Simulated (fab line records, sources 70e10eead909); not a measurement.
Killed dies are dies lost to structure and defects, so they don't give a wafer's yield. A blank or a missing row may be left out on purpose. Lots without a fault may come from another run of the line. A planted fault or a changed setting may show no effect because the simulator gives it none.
fab line records | flow nand_harc | part 1 of 2: steps 1 to 4 of 6
record lots=23 wafers=69 last_day=34
route steps=1302 shown A_STAIRCASE@681
lots that met no fault: from a run of the same line without faults
start_h: hours from the record's first day to the start of the lot's first wafer shown | wait_h: hours since the lot's step before | " the same as in the row above | L1.1+2: a row that stands for several wafers | - no value, or no start given | * or withheld: withheld | < > ~ a bound
route shown NAME@n: a module of which the file shows steps, and the number in the route of the first | usual: mean/standard deviation of fault-free wafers | same: alike in all rows | chamber/n: place in a boat | sites: the reading at each site | _std_site: their standard deviation | _edge_site: outer sites' mean less inner sites' | radius_mm: how far each site lies from the wafer's centre | mask NAME#n: copy n | behind: the tool/chamber that last shaped the wafer | hold: why the lot was held/for how many hours/how that ended | device: the transistor (n, p or np) that didn't switch | end of line: the same wafers' tests at the end of the route | a step without rows: its recipe alone | killed: dies lost to structure and defects at the first sort, not the wafer's yield | map: a wafer's dies, x killed, . not, _ none there
set.NAME: the setting as run; set.NAME@STEP: as run at that earlier step | model.NAME: the simulator's own value behind a step, which no gauge read
steps of the route over a sample of lots; a table a step, a row a wafer
services: from which hour (start_h, from the record's first day; less than 0 if before it) a tool's chamber was out of use, for how many hours, and why
## steps
# step NHARC_A_STAIRCASE_TRIM_24
# recipe time_s=211.2 o2_flow_sccm=500 ar_flow_sccm=0 bias_w=0 chemistry=O2
# usual drypump_motor_current_A=5.7/0.51 oes_product_au=1.003/0.012 rf_vpp_V=57.8/0.95 showerhead_plenum_p_Torr=3.51/0.16 throttle_valve_pct=17.037/0.0083
# columns lot.wafer tool chamber start_h wait_h drypump_motor_current_A oes_product_au rf_hours_counter_h rf_vpp_V showerhead_plenum_p_Torr throttle_valve_pct
L074.1 rie_diel-01 0 - - 5.1 0.994 48 57.9 3.75 17.045
L074.6 " 3 " " 4.9 0.987 - 57.0 3.38 17.045
L074.5 " 0 " " 5.1 0.990 - 57.8 3.75 17.052
L075.2 rie_diel-01 1 - - 6.1 0.997 55 57.0 3.49 17.055
L075.1 " 3 " " 5.0 0.993 56 58.1 3.37 17.044
L075.6 " 2 " " 5.4 0.994 - 55.5 3.32 17.039
L076.4 rie_diel-07 1 - - 5.5 1.001 22 57.5 3.31 17.042
L076.2 " 3 " " 5.8 1.032 21 59.5 3.72 17.037
L076.5 " 1 " " 5.5 0.997 - 57.9 3.31 17.048
L077.1 rie_diel-01 0 - - 5.1 0.988 2 58.3 3.74 17.037
L077.3 " 2 " " 5.4 0.994 1 57.1 3.32 17.039
L077.6 " 0 " " 5.1 0.998 - 58.6 3.74 17.029
L078.4 rie_diel-03 1 - - 6.3 0.991 30 56.8 3.64 17.037
L078.3 " 2 " " 6.2 1.009 25 58.0 3.28 17.034
L078.6 " 0 " " 4.9 1.008 - 60.0 3.48 17.037
L080.3 rie_diel-03 3 - - 5.8 1.018 34 56.5 3.49 17.037
L080.4 " 0 " " 4.9 0.996 32 58.1 3.48 17.043
L080.5 " 2 " " 6.2 1.007 - 56.9 3.28 17.029
L079.2 rie_diel-03 1 - - 6.3 0.995 37 59.1 3.63 17.032
L079.4 " 3 " " 5.8 1.026 37 58.5 3.49 17.051
L079.6 " 0 " " 4.8 1.008 - 59.6 3.47 17.039
L081.1 rie_diel-03 1 - - 6.3 1.002 44 58.2 3.63 17.032
L081.2 " 3 " " 5.8 1.021 41 58.6 3.49 17.030
L081.6 " 0 " " 4.8 1.009 - 58.1 3.47 17.037
L082.2 rie_diel-03 1 - - 6.3 1.002 45 58.4 3.63 17.044
L082.1 " 2 " " 6.2 1.002 38 57.7 3.28 17.032
L082.6 " 1 " " 6.3 0.999 - 58.0 3.63 17.038
L083.3 rie_diel-03 0 - - 4.8 1.011 49 57.8 3.47 17.029
L083.4 " 1 " " 6.3 0.999 - 59.6 3.62 17.041
L083.5 " 2 " " 6.2 1.006 - 57.4 3.27 17.040
L085.2 rie_diel-01 3 - - 5.0 0.995 25 57.7 3.36 17.045
L085.5 " 1 " " 6.1 1.012 - 57.7 3.47 17.032
L085.6 " 2 " " 5.4 1.000 - 57.7 3.30 17.050
L084.3 rie_diel-07 0 - - 5.9 0.985 45 58.1 3.74 17.029
L084.2 " 1 " " 5.4 0.991 48 58.1 3.29 17.032
L084.5 " 2 " " 5.9 1.035 - 57.6 3.63 17.036
L086.4 rie_diel-01 3 - - 5.0 1.000 32 56.6 3.36 17.024
L086.3 " 0 " " 5.1 1.015 29 58.4 3.72 17.039
L086.5 " 1 " " 6.1 1.008 - 56.4 3.47 17.033
L088.2 rie_diel-07 3 - - 5.8 1.009 2 57.6 3.71 17.031
L088.3 " 0 " " 6.0 0.989 4 59.5 3.74 17.052
L088.5 " 0 " " 5.9 0.985 - 57.9 3.74 17.040
L087.1 rie_diel-01 3 - - 5.0 0.996 37 56.2 3.35 17.043
L087.2 " 1 " " 6.0 1.000 34 58.4 3.47 17.044
L087.5 " 2 " " 5.4 1.009 - 57.0 3.30 17.029
L089.4 rie_diel-01 2 - - 5.5 1.000 40 57.5 3.30 17.026
L089.2 " 3 " " 4.9 0.984 39 57.3 3.35 17.026
L089.6 " 1 " " 6.0 1.010 - 57.6 3.47 17.019
L090.3 rie_diel-03 3 - - 5.9 1.037 11 57.5 3.48 17.030
L090.1 " 1 " " 6.3 1.014 11 57.8 3.62 17.033
L090.6 " 3 " " 5.8 1.042 - 58.8 3.48 17.042
L092.1 rie_diel-01 2 - - 5.4 1.006 53 56.4 3.29 17.040
L092.3 " 0 " " 5.2 0.998 47 58.3 3.71 17.041
L092.6 " 2 " " 5.5 1.003 - 58.0 3.29 17.046
L093.3 rie_diel-07 3 - - 5.9 1.013 24 59.6 3.69 17.034
L093.1 " 0 " " 5.9 0.989 25 59.4 3.73 17.025
L093.6 " 0 " " 5.9 0.989 - 57.8 3.73 17.032
L094.4 rie_diel-01 3 - - 5.0 0.990 55 57.8 3.34 17.031
L094.1 " 0 " " 5.2 0.988 52 59.0 3.71 17.039
L094.5 " 2 " " 5.4 1.000 - 55.3 3.29 17.048
L095.3 rie_diel-03 1 - - 6.3 1.010 27 58.5 3.61 17.035
L095.1 " 0 " " 4.9 1.005 30 56.7 3.45 17.037
L095.6 " 1 " " 6.3 1.004 - 59.4 3.61 17.038
L096.2 rie_diel-03 2 - - 6.2 0.997 42 56.8 3.78 17.035
L096.4 " 0 " " 4.9 1.009 38 57.4 3.45 17.035
L096.6 " 1 " " 6.4 1.012 - 57.4 3.60 17.019
L097.1 rie_diel-07 1 - - 5.5 1.005 37 58.2 3.28 17.038
L097.3 " 2 " " 5.9 1.005 42 58.9 3.60 17.022
L097.5 " 1 " " 5.5 1.002 - 57.0 3.27 17.034
# step NHARC_A_STAIRCASE_TRIM_187
# recipe time_s=211.2 o2_flow_sccm=500 ar_flow_sccm=0 bias_w=0 chemistry=O2
# usual drypump_motor_current_A=5.6/0.52 oes_product_au=1.003/0.011 rf_vpp_V=57.6/0.92 showerhead_plenum_p_Torr=3.51/0.16 throttle_valve_pct=17.035/0.0087
# columns lot.wafer tool chamber start_h wait_h drypump_motor_current_A oes_product_au rf_hours_counter_h rf_vpp_V showerhead_plenum_p_Torr throttle_valve_pct
L074.1 rie_diel-01 3 349.19 0.1 5.0 0.992 50 56.3 3.38 17.026
L074.6 " 2 " " 5.4 0.990 - 58.1 3.32 17.038
L074.5 " 3 " " 5.0 0.992 - 58.1 3.38 17.051
L075.1 rie_diel-03 0 367.93 0.1 4.9 1.025 19 57.2 3.48 17.031
L075.2 " 2 " " 6.2 1.005 21 58.0 3.28 17.027
L075.6 " 3 " " 5.8 1.018 - 56.5 3.50 17.041
L076.4 rie_diel-01 0 378.19 0.1 5.1 0.992 58 59.4 3.74 17.035
L076.2 " 1 " " 6.0 0.996 61 58.0 3.49 17.040
L076.5 " 1 " " 6.1 0.991 - 56.3 3.49 17.042
L077.1 rie_diel-03 0 396.93 0.1 4.8 1.001 28 57.5 3.48 17.022
L077.3 " 2 " " 6.2 0.998 24 56.8 3.28 17.039
L077.6 " 3 " " 5.8 1.010 - 58.9 3.50 17.045
L078.4 rie_diel-03 3 402.81 0.1 5.8 1.013 31 56.5 3.50 17.016
L078.3 " 0 " " 4.8 0.995 29 57.8 3.48 17.031
L078.6 " 0 " " 4.8 1.003 - 57.7 3.48 17.030
L080.3 rie_diel-01 1 411.98 0.1 6.1 1.007 8 56.3 3.48 17.029
L080.5 " 0 " " 5.1 1.009 - 57.2 3.73 17.027
L080.4 " 2 " " 5.4 0.999 - 56.5 3.31 17.043
L079.4 rie_diel-07 3 417.96 0.1 5.8 1.015 32 57.0 3.72 17.046
L079.2 " 2 " " 5.9 1.031 35 58.3 3.63 17.038
L079.6 " 0 " " 5.9 1.006 - 57.3 3.75 17.024
L081.1 rie_diel-03 2 433.16 0.1 6.2 1.007 37 55.7 3.28 17.043
L081.2 " 0 " " 4.9 1.017 41 57.1 3.47 17.018
L081.6 " 2 " " 6.2 1.002 - 57.5 3.28 17.029
L082.2 rie_diel-03 2 441.19 0.1 6.2 0.999 38 58.3 3.28 17.031
L082.1 " 3 " " 5.8 1.009 43 57.9 3.49 17.048
L082.6 " 3 " " 5.8 1.021 - 57.7 3.49 17.035
L083.3 rie_diel-01 2 459.91 0.1 5.4 1.004 24 56.6 3.30 17.044
L083.4 " 0 " " 5.1 1.012 20 58.5 3.73 17.038
L083.5 " 2 " " 5.4 1.002 - 57.2 3.30 17.043
L085.2 rie_diel-01 3 468.24 0.1 5.0 1.004 25 58.0 3.36 17.036
L085.5 " 2 " " 5.4 0.995 - 59.2 3.30 17.038
L085.6 " 3 " " 5.0 0.993 - 58.4 3.36 17.035
L084.3 rie_diel-03 1 472.71 0.1 6.3 1.011 4 57.5 3.62 17.045
L084.2 " 2 " " 6.2 0.994 4 58.2 3.81 17.025
L084.5 " 2 " " 6.2 0.992 - 58.8 3.81 17.048
L086.3 rie_diel-01 2 478.37 0.1 5.4 0.998 32 57.8 3.30 17.034
L086.4 " 0 " " 5.1 0.999 30 58.6 3.72 17.030
L086.5 " 2 " " 5.4 1.008 - 58.4 3.30 17.050
L088.2 rie_diel-01 0 490.64 0.1 5.1 0.991 34 58.8 3.72 17.032
L088.3 " 2 " " 5.4 1.004 38 56.0 3.30 17.043
L088.5 " 0 " " 5.1 0.993 - 58.1 3.72 17.041
L087.2 rie_diel-07 2 491.08 0.1 5.9 1.003 3 57.7 3.62 17.021
L087.1 " 0 " " 5.9 0.988 4 57.4 3.74 17.036
L087.5 " 1 " " 5.5 1.004 - 56.5 3.29 17.039
L089.2 rie_diel-03 2 497.32 0.1 6.2 0.980 13 59.3 3.80 17.028
L089.4 " 1 " " 6.3 1.010 9 57.1 3.62 17.036
L089.6 " 2 " " 6.2 0.976 - 59.3 3.80 17.024
L090.1 rie_diel-01 2 510.80 0.2 5.4 1.009 45 57.3 3.29 17.035
L090.3 " 3 " " 5.0 1.001 44 58.1 3.35 17.036
L090.6 " 2 " " 5.4 1.003 - 58.6 3.29 17.027
L093.1 rie_diel-03 1 543.58 0.1 6.3 1.000 20 57.4 3.61 17.024
L093.3 " 2 " " 6.2 0.986 28 57.1 3.79 17.040
L093.6 " 1 " " 6.3 0.999 - 58.3 3.61 17.041
L092.1 rie_diel-01 2 543.86 0.1 5.4 1.003 57 57.5 3.29 17.027
L092.3 " 0 " " 5.1 1.000 49 57.9 3.71 17.030
L092.6 " 1 " " 6.1 0.995 - 58.4 3.46 17.020
L094.1 rie_diel-03 3 554.86 0.1 5.8 1.034 29 58.2 3.47 17.039
L094.4 " 0 " " 4.8 0.989 29 57.0 3.45 17.021
L094.5 " 1 " " 6.3 1.009 - 57.1 3.61 17.037
L095.3 rie_diel-03 0 562.77 0.1 4.8 0.995 31 56.6 3.45 17.037
L095.1 " 3 " " 5.8 1.027 31 57.9 3.47 17.021
L095.6 " 1 " " 6.3 1.013 - 57.9 3.61 17.028
L096.2 rie_diel-07 2 586.86 0.1 5.9 0.997 40 57.9 3.60 17.038
L096.4 " 0 " " 5.9 0.990 42 56.6 3.72 17.026
L096.6 " 3 " " 5.9 1.010 - 58.3 3.68 17.031
L097.3 rie_diel-03 3 597.00 0.1 5.8 1.023 40 57.9 3.46 17.035
L097.1 " 0 " " 4.8 1.003 42 58.7 3.44 17.034
L097.5 " 1 " " 6.3 1.011 - 59.3 3.60 17.048
# step NHARC_A_STAIRCASE_ETCH_194
# recipe target_depth_a=1000 time_s=40.5 ion_energy_ev=400 c4f8_flow_sccm=20 o2_flow_sccm=10 ar_flow_sccm=withheld rf_w=600 bias_w=1000 chemistry=C4F8/O2
# usual oes_product_au=0.947/0.013 rf_vpp_V=895/6.1
# columns lot.wafer tool chamber start_h wait_h oes_product_au rf_hours_counter_h rf_vpp_V
L074.1 rie_diel-01 3 - - 0.927 50 891
L074.5 " 1 " " 0.950 - 894
L074.6 " 2 " " 0.937 - 890
L075.2 rie_diel-03 3 - - 0.958 21 895
L075.1 " 0 " " 0.946 19 895
L075.6 " 0 " " 0.950 - 895
L076.2 rie_diel-01 2 - - 0.943 62 888
L076.4 " 1 " " 0.944 61 892
L076.5 " 3 " " 0.946 - 891
L077.3 rie_diel-03 1 - - 0.946 29 901
L077.1 " 3 " " 0.958 30 895
L077.6 " 1 " " 0.954 - 900
L078.4 rie_diel-03 2 - - 0.965 29 886
L078.3 " 1 " " 0.932 34 901
L078.6 " 3 " " 0.960 - 896
L080.4 rie_diel-01 3 - - 0.934 8 889
L080.3 " 0 " " 0.932 9 903
L080.5 " 2 " " 0.937 - 887
L079.4 rie_diel-07 0 - - 0.961 31 903
L079.2 " 1 " " 0.952 34 888
L079.6 " 3 " " 0.965 - 901
L081.1 rie_diel-03 1 - - 0.946 44 899
L081.2 " 2 " " 0.952 37 886
L081.6 " 0 " " 0.949 - 893
L082.1 rie_diel-03 3 - - 0.964 45 894
L082.2 " 0 " " 0.959 45 895
L082.6 " 3 " " 0.981 - 894
L083.4 rie_diel-01 1 - - 0.957 22 894
L083.3 " 3 " " 0.935 22 891
L083.5 " 1 " " 0.955 - 894
L085.2 rie_diel-01 1 - - 0.947 27 893
L085.5 " 0 " " 0.940 - 904
L085.6 " 1 " " 0.945 - 893
L084.2 rie_diel-03 3 - - 0.961 1 894
L084.3 " 0 " " 0.924 5 893
L084.5 " 3 " " 0.958 - 894
L086.4 rie_diel-01 2 - - 0.957 33 889
L086.3 " 1 " " 0.961 30 892
L086.5 " 2 " " 0.960 - 887
L088.3 rie_diel-01 0 - - 0.939 34 904
L088.2 " 1 " " 0.942 35 894
L088.5 " 3 " " 0.951 - 888
L087.2 rie_diel-07 3 - - 0.947 3 901
L087.1 " 1 " " 0.945 5 886
L087.5 " 2 " " 0.943 - 900
L089.4 rie_diel-03 2 - - 0.936 13 905
L089.2 " 3 " " 0.987 10 895
L089.6 " 3 " " 0.980 - 894
L090.3 rie_diel-01 1 - - 0.937 41 893
L090.1 " 2 " " 0.946 45 888
L090.6 " 0 " " 0.938 - 904
L093.3 rie_diel-03 3 - - 0.970 24 895
L093.1 " 1 " " 0.931 21 900
L093.6 " 3 " " 0.962 - 895
L092.3 rie_diel-01 2 - - 0.952 57 887
L092.1 " 3 " " 0.942 53 888
L092.6 " 0 " " 0.930 - 900
L094.1 rie_diel-03 2 - - 0.941 34 904
L094.4 " 0 " " 0.936 29 895
L094.5 " 2 " " 0.944 - 906
L095.1 rie_diel-03 1 - - 0.940 27 899
L095.3 " 2 " " 0.946 37 905
L095.6 " 2 " " 0.931 - 905
L096.4 rie_diel-07 1 - - 0.935 35 886
L096.2 " 2 " " 0.938 40 900
L096.6 " 0 " " 0.932 - 903
L097.3 rie_diel-03 3 - - 0.958 41 894
L097.1 " 1 " " 0.955 39 898
L097.5 " 3 " " 0.956 - 893
# step NHARC_A_STAIRCASE_TRIM_198
# recipe time_s=211.2 o2_flow_sccm=500 ar_flow_sccm=0 bias_w=0 chemistry=O2
# usual drypump_motor_current_A=5.6/0.52 oes_product_au=1.002/0.012 rf_vpp_V=57.8/0.89 showerhead_plenum_p_Torr=3.51/0.16 throttle_valve_pct=17.037/0.0082
# columns lot.wafer tool chamber start_h wait_h drypump_motor_current_A oes_product_au rf_hours_counter_h rf_vpp_V showerhead_plenum_p_Torr throttle_valve_pct
L074.1 rie_diel-01 0 - - 5.2 0.994 49 58.1 3.75 17.042
L074.6 " 0 " " 5.1 1.006 - 58.0 3.75 17.041
L074.5 " 1 " " 6.1 0.992 - 57.4 3.49 17.031
L075.2 rie_diel-03 2 - - 6.2 1.014 21 56.9 3.28 17.034
L075.1 " 3 " " 5.8 1.023 22 58.2 3.50 17.042
L075.6 " 3 " " 5.8 1.005 - 56.6 3.50 17.031
L076.4 rie_diel-01 1 - - 6.1 0.994 61 57.8 3.48 17.043
L076.2 " 0 " " 5.1 0.990 58 57.5 3.74 17.030
L076.5 " 1 " " 6.0 0.993 - 58.4 3.49 17.034
L077.3 rie_diel-03 0 - - 4.8 1.000 28 57.9 3.48 17.044
L077.1 " 1 " " 6.3 0.996 29 58.0 3.64 17.040
L077.6 " 3 " " 5.8 1.018 - 58.3 3.50 17.034
L078.4 rie_diel-03 2 - - 6.2 1.001 29 58.3 3.28 17.023
L078.3 " 3 " " 5.8 1.010 34 57.0 3.49 17.037
L078.6 " 1 " " 6.3 0.995 - 57.2 3.64 17.029
L080.3 rie_diel-03 0 - - 4.9 1.000 33 57.1 3.47 17.035
L080.4 " 2 " " 6.2 0.994 32 58.9 3.28 17.032
L080.5 " 1 " " 6.3 0.996 - 58.8 3.63 17.029
L079.2 rie_diel-01 1 - - 6.0 1.017 10 57.8 3.48 17.029
L079.4 " 3 " " 5.0 0.990 - 56.3 3.37 17.041
L079.6 " 2 " " 5.4 0.994 - 57.3 3.31 17.044
L081.1 rie_diel-01 0 - - 5.2 1.016 14 58.8 3.73 17.054
L081.2 " 1 " " 6.1 1.015 15 56.4 3.48 17.028
L081.6 " 3 " " 5.0 0.993 - 57.2 3.36 17.036
L082.2 rie_diel-01 3 - - 5.0 0.994 18 58.7 3.36 17.041
L082.1 " 0 " " 5.1 1.003 16 58.9 3.73 17.042
L082.6 " 1 " " 6.1 1.018 - 57.2 3.48 17.050
L083.4 rie_diel-01 3 - - 5.0 0.994 22 57.9 3.36 17.035
L083.3 " 0 " " 5.1 1.007 21 57.2 3.73 17.046
L083.5 " 3 " " 5.0 0.994 - 57.1 3.36 17.040
L085.2 rie_diel-07 0 - - 6.0 0.989 45 57.1 3.74 17.050
L085.6 " 1 " " 5.5 0.988 - 58.0 3.29 17.046
L085.5 " 2 " " 5.9 1.027 - 57.3 3.63 17.028
L084.2 rie_diel-01 3 - - 5.0 1.000 30 58.4 3.36 17.049
L084.3 " 1 " " 6.1 1.014 27 58.0 3.47 17.047
L084.5 " 3 " " 4.9 0.992 - 57.4 3.36 17.041
L086.4 rie_diel-01 0 - - 5.1 0.989 31 58.6 3.72 17.035
L086.3 " 1 " " 6.1 1.007 30 58.5 3.47 17.056
L086.5 " 0 " " 5.1 1.004 - 58.6 3.72 17.037
L088.3 rie_diel-07 0 - - 5.9 0.987 5 59.6 3.74 17.036
L088.2 " 1 " " 5.4 1.000 5 55.7 3.29 17.033
L088.5 " 3 " " 5.8 1.003 - 58.5 3.71 17.036
L087.1 rie_diel-01 0 - - 5.1 0.999 35 58.6 3.72 17.035
L087.2 " 2 " " 5.5 1.009 39 58.3 3.30 17.023
L087.5 " 0 " " 5.1 0.987 - 56.9 3.72 17.035
L089.4 rie_diel-03 2 - - 6.2 0.998 13 59.5 3.80 17.038
L089.2 " 1 " " 6.3 1.008 10 59.8 3.62 17.033
L089.6 " 2 " " 6.2 0.993 - 58.3 3.80 17.029
L090.1 rie_diel-01 2 - - 5.4 1.003 45 58.1 3.29 17.042
L090.3 " 1 " " 6.0 1.000 42 57.6 3.46 17.040
L090.6 " 2 " " 5.4 1.003 - 57.2 3.29 17.036
L093.3 rie_diel-03 3 - - 5.8 1.027 24 56.5 3.47 17.037
L093.1 " 0 " " 4.8 0.987 25 57.0 3.45 17.041
L093.6 " 3 " " 5.8 1.024 - 57.9 3.47 17.031
L092.3 rie_diel-01 0 - - 5.1 0.995 50 59.2 3.71 17.016
L092.1 " 1 " " 6.0 0.996 54 56.6 3.46 17.040
L092.6 " 1 " " 6.0 0.990 - 58.0 3.46 17.039
L094.4 rie_diel-03 1 - - 6.3 1.009 25 58.1 3.61 17.046
L094.1 " 0 " " 4.8 0.999 29 57.6 3.45 17.037
L094.5 " 2 " " 6.2 0.977 - 58.1 3.79 17.039
L095.3 rie_diel-03 3 - - 5.8 1.030 32 58.0 3.47 17.039
L095.1 " 1 " " 6.3 1.009 28 59.2 3.61 17.031
L095.6 " 0 " " 4.8 0.998 - 58.8 3.45 17.051
L096.4 rie_diel-03 1 - - 6.3 1.010 37 57.2 3.60 17.043
L096.2 " 2 " " 6.2 0.991 43 58.4 3.78 17.042
L096.6 " 1 " " 6.3 1.016 - 59.0 3.60 17.029
L097.1 rie_diel-07 0 - - 5.9 0.989 45 59.4 3.72 17.026
L097.3 " 2 " " 5.9 0.998 42 58.3 3.60 17.035
L097.5 " 1 " " 5.5 1.014 - 55.9 3.27 17.030
